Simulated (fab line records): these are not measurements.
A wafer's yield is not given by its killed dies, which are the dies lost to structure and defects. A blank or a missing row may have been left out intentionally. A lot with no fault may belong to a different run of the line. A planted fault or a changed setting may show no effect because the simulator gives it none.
Chamber matching | flow nand_harc | 4 sister chambers for NHARC_A_STAIRCASE_CMP_450 on cmp-02
The step polishes SiO2, target thk 200 nm. 18 wafers are shown with their chamber, then 9 later ones without.

## WAFERS, EACH WITH ITS CHAMBER
wafer  | chamber | motor_current_A (A)
L075.1 | 3       | 9.9
L075.2 | 2       | 11.2
L075.6 | 3       | 9.5
L074.1 | 1       | 13.0
L074.2 | 3       | 9.9
L074.6 | 2       | 11.2
L074.3 | 0       | 11.2
L074.4 | 2       | 11.4
L074.5 | 1       | 12.3
L077.3 | 1       | 13.0
L077.4 | 2       | 11.5
L077.5 | 3       | 10.1
L079.3 | 2       | 11.9
L079.5 | 1       | 12.7
L079.6 | 0       | 11.2
L082.1 | 2       | 11.6
L082.3 | 3       | 9.9
L082.5 | 0       | 11.1

SIGNATURES, as means of the wafers listed above
reading         | chamber 0 | chamber 1 | chamber 2 | chamber 3 | scatter within a chamber
motor_current_A | 11.167    | 12.750    | 11.467    | 9.860     | 0.251
Rule: distance of a wafer from a chamber = root of the sum over the readings of ((wafer's reading minus chamber's mean) / reading's scatter) squared. The wafer belongs to the nearest chamber; if the next one is less than 2 further off, it can't be placed. The scatter is the square root of a quotient: the sum, over the shown wafers, of each reading's squared deviation from its chamber's mean, divided by wafers minus chambers.

## WAFERS MISSING THEIR CHAMBER
wafer  | motor_current_A (A)
L086.3 | 11.5
L086.5 | 12.0
L086.6 | 9.5
L086.1 | 9.7
L086.2 | 12.9
L086.4 | 11.1
L095.3 | 11.0
L095.5 | 11.4
L095.6 | 12.6

## WHICH CHAMBER EACH ONE RAN IN
wafer  | from the rows above          | in truth
L086.3 | can't be placed: 2 or 0      | 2
L086.5 | can't be placed: 2 or 1 or 0 | 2
L086.6 | 3                            | 3
L086.1 | 3                            | 3
L086.2 | 1                            | 1
L086.4 | can't be placed: 0 or 2      | 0
L095.3 | can't be placed: 0 or 2      | 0
L095.5 | can't be placed: 2 or 0      | 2
L095.6 | 1                            | 1
Correct placement for 4 of the 9. Can't be placed from these rows: 5 (the true chamber is among the candidates in 5). Placed wrongly: 0.
